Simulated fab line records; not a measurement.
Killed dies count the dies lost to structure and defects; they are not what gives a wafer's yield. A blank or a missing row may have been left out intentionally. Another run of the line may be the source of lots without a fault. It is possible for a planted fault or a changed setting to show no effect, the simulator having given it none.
Which of the tools did it? || flow nand harc || 14 lots, 40 wafers sampled, at 6 steps of a route of 1302

== WHAT EACH GAUGE READ, for each wafer ==
NHARC_THIN_TSV_CD_MEAS_12: the cd target is 1000 nm.
{"lot": "L519", "measured": "day 24 14:22", "on": "cd sem-01", "cd nm (nm)": "999.0 1000.7 1001.8"}
{"lot": "L522", "measured": "day 24 17:24", "on": "cd sem-03", "cd nm (nm)": "1003.0 1003.3 1002.2"}
{"lot": "L521", "measured": "day 24 18:37", "on": "cd sem-03", "cd nm (nm)": "1000.4 1000.4 1001.6"}
{"lot": "L524", "measured": "day 25 06:38", "on": "cd sem-03", "cd nm (nm)": "1000.5 999.4 999.6"}
{"lot": "L526", "measured": "day 27 03:43", "on": "cd sem-02", "cd nm (nm)": "999.1 1001.0 999.7"}
{"lot": "L527", "measured": "day 27 09:35", "on": "cd sem-02", "cd nm (nm)": "1001.2 999.0 999.0"}
{"lot": "L528", "measured": "day 27 15:46", "on": "cd sem-03", "cd nm (nm)": "1002.5 1003.9 1004.7"}
{"lot": "L531", "measured": "day 28 16:59", "on": "cd sem-03", "cd nm (nm)": "1003.2 1002.0 1001.7"}
{"lot": "L529", "measured": "day 28 15:40", "on": "cd sem-01", "cd nm (nm)": "1011.7 1010.7"}
{"lot": "L532", "measured": "day 29 14:17", "on": "cd sem-02", "cd nm (nm)": "1000.8 1002.6 1001.2"}
{"lot": "L533", "measured": "day 30 14:14", "on": "cd sem-03", "cd nm (nm)": "1009.3 1010.5"}
{"lot": "L535", "measured": "day 30 15:25", "on": "cd sem-02", "cd nm (nm)": "999.1 998.5 997.8"}
{"lot": "L539", "measured": "day 31 11:32", "on": "cd sem-03", "cd nm (nm)": "1001.6 998.4 997.6"}
{"lot": "L541", "measured": "day 33 16:40", "on": "cd sem-02", "cd nm (nm)": "1002.1 1001.2 1001.3"}

NHARC_THIN_TSV_CD_MEAS_37.
{"lot": "L519", "measured": "day 24 21:42", "on": "cd sem-03", "cd nm (nm)": "4997.3 5000.1 4997.8"}
{"lot": "L522", "measured": "day 25 00:44", "on": "cd sem-01", "cd nm (nm)": "5004.6 5005.4 5002.3"}
{"lot": "L521", "measured": "day 25 01:50", "on": "cd sem-02", "cd nm (nm)": "5002.0 4999.4 5000.0"}
{"lot": "L524", "measured": "day 25 14:06", "on": "cd sem-03", "cd nm (nm)": "5004.2 4999.2 5003.3"}
{"lot": "L526", "measured": "day 27 11:04", "on": "cd sem-03", "cd nm (nm)": "5001.8 5003.7 5003.2"}
{"lot": "L527", "measured": "day 27 16:58", "on": "cd sem-01", "cd nm (nm)": "5002.4 5000.8 5000.7"}
{"lot": "L528", "measured": "day 27 23:08", "on": "cd sem-01", "cd nm (nm)": "5005.6 5005.3 5005.7"}
{"lot": "L531", "measured": "day 29 00:14", "on": "cd sem-01", "cd nm (nm)": "5004.3 5002.9 5002.3"}
{"lot": "L529", "measured": "day 28 22:57", "on": "cd sem-01", "cd nm (nm)": "5012.6 5012.5"}
{"lot": "L532", "measured": "day 29 21:41", "on": "cd sem-02", "cd nm (nm)": "4997.6 4998.2 4999.0"}
{"lot": "L533", "measured": "day 30 21:44", "on": "cd sem-02", "cd nm (nm)": "5008.6 5008.6"}
{"lot": "L535", "measured": "day 30 22:43", "on": "cd sem-03", "cd nm (nm)": "5002.8 4998.2 5002.9"}
{"lot": "L539", "measured": "day 31 18:58", "on": "cd sem-03", "cd nm (nm)": "5002.6 4998.5 4995.9"}
{"lot": "L541", "measured": "day 34 00:15", "on": "cd sem-01", "cd nm (nm)": "5004.3 5003.0 4999.6"}

== EACH LOT AND THE TOOL THAT RAN IT (in order: tool; ch and the chambers of the sampled wafers; start) ==
{"lot": "L519", "NHARC_A_BONDPAD_CMP_19": "cmp-01 ch 1,2,3, day 24 02:49", "NHARC_THIN_TSV_DEP_43": "pecvd-03 ch 0,1,2, day 24 13:47", "NHARC_THIN_TSV_EXPOSE_09": "krf scanner-02 ch 0, day 24 14:13", "NHARC_THIN_TSV_STRIP_45": "plasma asher-02 ch 0,1, day 24 15:32"}
{"lot": "L522", "NHARC_A_BONDPAD_CMP_19": "cmp-01 ch 0,2,3, day 24 04:23", "NHARC_THIN_TSV_DEP_43": "pecvd-01 ch 1,2, day 24 16:34", "NHARC_THIN_TSV_EXPOSE_09": "krf scanner-01 ch 0, day 24 17:14", "NHARC_THIN_TSV_STRIP_45": "plasma asher-01 ch 0,1, day 24 18:29"}
{"lot": "L521", "NHARC_A_BONDPAD_CMP_19": "cmp-04 ch 1,2,3, day 24 04:40", "NHARC_THIN_TSV_DEP_43": "pecvd-04 ch 0,1,2, day 24 17:47", "NHARC_THIN_TSV_EXPOSE_09": "krf scanner-04 ch 0, day 24 18:28", "NHARC_THIN_TSV_STRIP_45": "plasma asher-02 ch 0,1, day 24 19:38"}
{"lot": "L524", "NHARC_A_BONDPAD_CMP_19": "cmp-04 ch 0,2,3, day 24 15:43", "NHARC_THIN_TSV_DEP_43": "pecvd-03 ch 0,1, day 25 06:02", "NHARC_THIN_TSV_EXPOSE_09": "krf scanner-04 ch 0, day 25 06:29", "NHARC_THIN_TSV_STRIP_45": "plasma asher-01 ch 0,1, day 25 07:43"}
{"lot": "L526", "NHARC_A_BONDPAD_CMP_19": "cmp-01 ch 2,3, day 26 15:02", "NHARC_THIN_TSV_DEP_43": "pecvd-01 ch 0,1,2, day 27 03:01", "NHARC_THIN_TSV_EXPOSE_09": "krf scanner-01 ch 0, day 27 03:34", "NHARC_THIN_TSV_STRIP_45": "plasma asher-02 ch 0,1, day 27 04:59"}
{"lot": "L527", "NHARC_A_BONDPAD_CMP_19": "cmp-04 ch 0,3, day 26 20:11", "NHARC_THIN_TSV_DEP_43": "pecvd-01 ch 1,2, day 27 08:47", "NHARC_THIN_TSV_EXPOSE_09": "krf scanner-04 ch 0, day 27 09:26", "NHARC_THIN_TSV_STRIP_45": "plasma asher-01 ch 0,1, day 27 10:37"}
{"lot": "L528", "NHARC_A_BONDPAD_CMP_19": "cmp-03 ch 1,2,3, day 27 02:54", "NHARC_THIN_TSV_DEP_43": "pecvd-01 ch 1,2, day 27 15:06", "NHARC_THIN_TSV_EXPOSE_09": "krf scanner-04 ch 0, day 27 15:37", "NHARC_THIN_TSV_STRIP_45": "plasma asher-02 ch 0,1, day 27 16:51"}
{"lot": "L531", "NHARC_A_BONDPAD_CMP_19": "cmp-01 ch 0,3, day 28 01:17", "NHARC_THIN_TSV_DEP_43": "pecvd-03 ch 0,1,2, day 28 16:16", "NHARC_THIN_TSV_EXPOSE_09": "krf scanner-02 ch 0, day 28 16:50", "NHARC_THIN_TSV_STRIP_45": "plasma asher-02 ch 0, day 28 18:02"}
{"lot": "L529", "NHARC_A_BONDPAD_CMP_19": "cmp-04 ch 0,3, day 28 03:29", "NHARC_THIN_TSV_DEP_43": "pecvd-03 ch 1, day 28 15:00", "NHARC_THIN_TSV_EXPOSE_09": "krf scanner-04 ch 0, day 28 15:31", "NHARC_THIN_TSV_STRIP_45": "plasma asher-01 ch 1, day 28 16:44"}
{"lot": "L532", "NHARC_A_BONDPAD_CMP_19": "cmp-03 ch 0,1,2, day 28 23:38", "NHARC_THIN_TSV_DEP_43": "pecvd-03 ch 0,2, day 29 13:30", "NHARC_THIN_TSV_EXPOSE_09": "krf scanner-01 ch 0, day 29 14:08", "NHARC_THIN_TSV_STRIP_45": "plasma asher-01 ch 0,1, day 29 15:23"}
{"lot": "L533", "NHARC_A_BONDPAD_CMP_19": "cmp-04 ch 0,2, day 30 01:09", "NHARC_THIN_TSV_DEP_43": "pecvd-03 ch 0,2, day 30 13:26", "NHARC_THIN_TSV_EXPOSE_09": "krf scanner-04 ch 0, day 30 14:04", "NHARC_THIN_TSV_STRIP_45": "plasma asher-01 ch 0,1, day 30 15:17"}
{"lot": "L535", "NHARC_A_BONDPAD_CMP_19": "cmp-04 ch 0,1,3, day 30 02:29", "NHARC_THIN_TSV_DEP_43": "pecvd-01 ch 0,1,2, day 30 14:36", "NHARC_THIN_TSV_EXPOSE_09": "krf scanner-01 ch 0, day 30 15:16", "NHARC_THIN_TSV_STRIP_45": "plasma asher-02 ch 0,1, day 30 16:28"}
{"lot": "L539", "NHARC_A_BONDPAD_CMP_19": "cmp-01 ch 0,1,2, day 30 23:50", "NHARC_THIN_TSV_DEP_43": "pecvd-01 ch 0,1,2, day 31 10:55", "NHARC_THIN_TSV_EXPOSE_09": "krf scanner-01 ch 0, day 31 11:23", "NHARC_THIN_TSV_STRIP_45": "plasma asher-02 ch 0,1, day 31 12:47"}
{"lot": "L541", "NHARC_A_BONDPAD_CMP_19": "cmp-01 ch 1,2, day 33 02:19", "NHARC_THIN_TSV_DEP_43": "pecvd-03 ch 0,1, day 33 15:52", "NHARC_THIN_TSV_EXPOSE_09": "krf scanner-01 ch 0, day 33 16:31", "NHARC_THIN_TSV_STRIP_45": "plasma asher-01 ch 0,1, day 33 17:47"}
- NHARC_A_BONDPAD_CMP_19: polishes, t overpolish 30 s, cu recess touch 16 s, target thk 169.82 nm.
- NHARC_THIN_TSV_DEP_43: deposits SiO2, target thk 1328.5 nm.
- NHARC_THIN_TSV_EXPOSE_09: exposes mask TSV.
- NHARC_THIN_TSV_STRIP_45: strips in O2.

== AS READ BY THE TOOLS THEMSELVES (means over the sampled wafers that have a number; for cases with no such wafer, the mark the record gives instead) ==
NHARC_A_BONDPAD_CMP_19.
{"lot": "L519", "tool": "cmp-01", "motor current A (A)": 11.7, "overpolish run s (s)": 30.001, "slurry flow ml min": 149.7}
{"lot": "L522", "tool": "cmp-01", "motor current A (A)": 12.3, "overpolish run s (s)": 29.992, "slurry flow ml min": 150.0}
{"lot": "L521", "tool": "cmp-04", "motor current A (A)": 11.8, "overpolish run s (s)": 30.000, "slurry flow ml min": 150.4}
{"lot": "L524", "tool": "cmp-04", "motor current A (A)": 12.2, "overpolish run s (s)": 30.006, "slurry flow ml min": 149.9}
{"lot": "L526", "tool": "cmp-01", "motor current A (A)": 12.0, "overpolish run s (s)": 30.000, "slurry flow ml min": 149.8}
{"lot": "L527", "tool": "cmp-04", "motor current A (A)": 11.7, "overpolish run s (s)": 29.996, "slurry flow ml min": 149.9}
{"lot": "L528", "tool": "cmp-03", "motor current A (A)": 11.9, "overpolish run s (s)": 29.985, "slurry flow ml min": 150.1}
{"lot": "L531", "tool": "cmp-01", "motor current A (A)": 12.7, "overpolish run s (s)": 30.006, "slurry flow ml min": 150.2}
{"lot": "L529", "tool": "cmp-04", "motor current A (A)": 11.9, "overpolish run s (s)": 30.001, "slurry flow ml min": 149.4}
{"lot": "L532", "tool": "cmp-03", "motor current A (A)": 12.3, "overpolish run s (s)": 30.001, "slurry flow ml min": 150.3}
{"lot": "L533", "tool": "cmp-04", "motor current A (A)": 13.1, "overpolish run s (s)": 30.008, "slurry flow ml min": 149.8}
{"lot": "L535", "tool": "cmp-04", "motor current A (A)": 10.9, "overpolish run s (s)": 30.005, "slurry flow ml min": 150.2}
{"lot": "L539", "tool": "cmp-01", "motor current A (A)": 12.3, "overpolish run s (s)": 30.004, "slurry flow ml min": 150.3}
{"lot": "L541", "tool": "cmp-01", "motor current A (A)": 12.5, "overpolish run s (s)": 29.992, "slurry flow ml min": 150.0}

NHARC_THIN_TSV_DEP_43.
{"lot": "L519", "tool": "pecvd-03", "throttle valve pct (%)": 15.8}
{"lot": "L522", "tool": "pecvd-01", "throttle valve pct (%)": 16.1}
{"lot": "L521", "tool": "pecvd-04", "throttle valve pct (%)": 16.2}
{"lot": "L524", "tool": "pecvd-03", "throttle valve pct (%)": 15.7}
{"lot": "L526", "tool": "pecvd-01", "throttle valve pct (%)": 15.9}
{"lot": "L527", "tool": "pecvd-01", "throttle valve pct (%)": 15.9}
{"lot": "L528", "tool": "pecvd-01", "throttle valve pct (%)": 15.8}
{"lot": "L531", "tool": "pecvd-03", "throttle valve pct (%)": 15.8}
{"lot": "L529", "tool": "pecvd-03", "throttle valve pct (%)": 16.0}
{"lot": "L532", "tool": "pecvd-03", "throttle valve pct (%)": 16.0}
{"lot": "L533", "tool": "pecvd-03", "throttle valve pct (%)": 15.8}
{"lot": "L535", "tool": "pecvd-01", "throttle valve pct (%)": 16.1}
{"lot": "L539", "tool": "pecvd-01", "throttle valve pct (%)": 16.1}
{"lot": "L541", "tool": "pecvd-03", "throttle valve pct (%)": 15.9}

NHARC_THIN_TSV_EXPOSE_09.
{"lot": "L519", "tool": "krf scanner-02", "exposure dose mJ cm2": 30.90, "focus offset nm (nm)": 0.1}
{"lot": "L522", "tool": "krf scanner-01", "exposure dose mJ cm2": 30.82, "focus offset nm (nm)": -0.2}
{"lot": "L521", "tool": "krf scanner-04", "exposure dose mJ cm2": 30.68, "focus offset nm (nm)": 0.2}
{"lot": "L524", "tool": "krf scanner-04", "exposure dose mJ cm2": 30.69, "focus offset nm (nm)": 0.6}
{"lot": "L526", "tool": "krf scanner-01", "exposure dose mJ cm2": 30.83, "focus offset nm (nm)": -0.2}
{"lot": "L527", "tool": "krf scanner-04", "exposure dose mJ cm2": 30.70, "focus offset nm (nm)": 0.9}
{"lot": "L528", "tool": "krf scanner-04", "exposure dose mJ cm2": 30.69, "focus offset nm (nm)": -0.7}
{"lot": "L531", "tool": "krf scanner-02", "exposure dose mJ cm2": 30.99, "focus offset nm (nm)": -0.2}
{"lot": "L529", "tool": "krf scanner-04", "exposure dose mJ cm2": 42.13, "focus offset nm (nm)": 0.3}
{"lot": "L532", "tool": "krf scanner-01", "exposure dose mJ cm2": 30.79, "focus offset nm (nm)": 0.3}
{"lot": "L533", "tool": "krf scanner-04", "exposure dose mJ cm2": 39.12, "focus offset nm (nm)": 0.3}
{"lot": "L535", "tool": "krf scanner-01", "exposure dose mJ cm2": 30.77, "focus offset nm (nm)": 0.1}
{"lot": "L539", "tool": "krf scanner-01", "exposure dose mJ cm2": 30.78, "focus offset nm (nm)": 0.0}
{"lot": "L541", "tool": "krf scanner-01", "exposure dose mJ cm2": 30.79, "focus offset nm (nm)": 0.7}

NHARC_THIN_TSV_STRIP_45.
{"lot": "L519", "tool": "plasma asher-02", "drypump motor current A (A)": 5.5, "heater power w (W)": 361}
{"lot": "L522", "tool": "plasma asher-01", "drypump motor current A (A)": 6.1, "heater power w (W)": 334}
{"lot": "L521", "tool": "plasma asher-02", "drypump motor current A (A)": 5.2, "heater power w (W)": 348}
{"lot": "L524", "tool": "plasma asher-01", "drypump motor current A (A)": 6.1, "heater power w (W)": 331}
{"lot": "L526", "tool": "plasma asher-02", "drypump motor current A (A)": 5.5, "heater power w (W)": 344}
{"lot": "L527", "tool": "plasma asher-01", "drypump motor current A (A)": 6.1, "heater power w (W)": 335}
{"lot": "L528", "tool": "plasma asher-02", "drypump motor current A (A)": 5.5, "heater power w (W)": 343}
{"lot": "L531", "tool": "plasma asher-02", "drypump motor current A (A)": 5.7, "heater power w (W)": 347}
{"lot": "L529", "tool": "plasma asher-01", "drypump motor current A (A)": 6.2, "heater power w (W)": 334}
{"lot": "L532", "tool": "plasma asher-01", "drypump motor current A (A)": 6.1, "heater power w (W)": 336}
{"lot": "L533", "tool": "plasma asher-01", "drypump motor current A (A)": 6.1, "heater power w (W)": 324}
{"lot": "L535", "tool": "plasma asher-02", "drypump motor current A (A)": 5.3, "heater power w (W)": 343}
{"lot": "L539", "tool": "plasma asher-02", "drypump motor current A (A)": 5.5, "heater power w (W)": 345}
{"lot": "L541", "tool": "plasma asher-01", "drypump motor current A (A)": 6.1, "heater power w (W)": 325}

== THE ANSWER, worked out from the rows above alone ==
Rule: usual is defined by the lots themselves. The widest of any qualifying gaps counts: lots, ordered by their means at a reading, are off when they make up no more than a third of the lots, leave a main group of 4 or more, and stand apart from it by 3 or more times the standard deviation of that group's means. Not used: any main group whose means are identical at the precision the tables above print for the reading. Also off: a lot with no number at a reading for which 4 or more lots have one. All remaining lots with rows at the step are treated as sound. Order of review: gauges by route order, followed by the tools' own readings, for which a lot's mean as printed above is used. The first step at which some lot is off is used, and at that step the reading that is off furthest; a lot without a number counts as furthest.
Off, at NHARC_THIN_TSV_CD_MEAS_12 on cd nm: L529, L533. For the main group the mean is 1000.9 nm and the standard deviation 1.5.
If a tool, at a process step before that reading, ran all the lots that are off and no sound lot after the first of them, it fits. Not tried: the gauges at NHARC_THIN_TSV_CD_MEAS_12; whatever is off there is also off at NHARC_THIN_TSV_EXPOSE_09, on other tools, and gauge error can't account for it. One fits: krf scanner-04 at NHARC_THIN_TSV_EXPOSE_09. A fault onset in the window from L528 (day 27 15:37, its last sound lot) to L529 (day 28 15:31, its first lot off) fits.
On the lots that are off, the tool's own readings at NHARC_THIN_TSV_EXPOSE_09 differ by more than 5 times the standard deviation of the sound lots' means, which bears it out; exposure dose mJ cm2 reads 40.62 there versus 30.79 on the sound lots.

== WHAT THE SIMULATOR HAD INSERTED ==
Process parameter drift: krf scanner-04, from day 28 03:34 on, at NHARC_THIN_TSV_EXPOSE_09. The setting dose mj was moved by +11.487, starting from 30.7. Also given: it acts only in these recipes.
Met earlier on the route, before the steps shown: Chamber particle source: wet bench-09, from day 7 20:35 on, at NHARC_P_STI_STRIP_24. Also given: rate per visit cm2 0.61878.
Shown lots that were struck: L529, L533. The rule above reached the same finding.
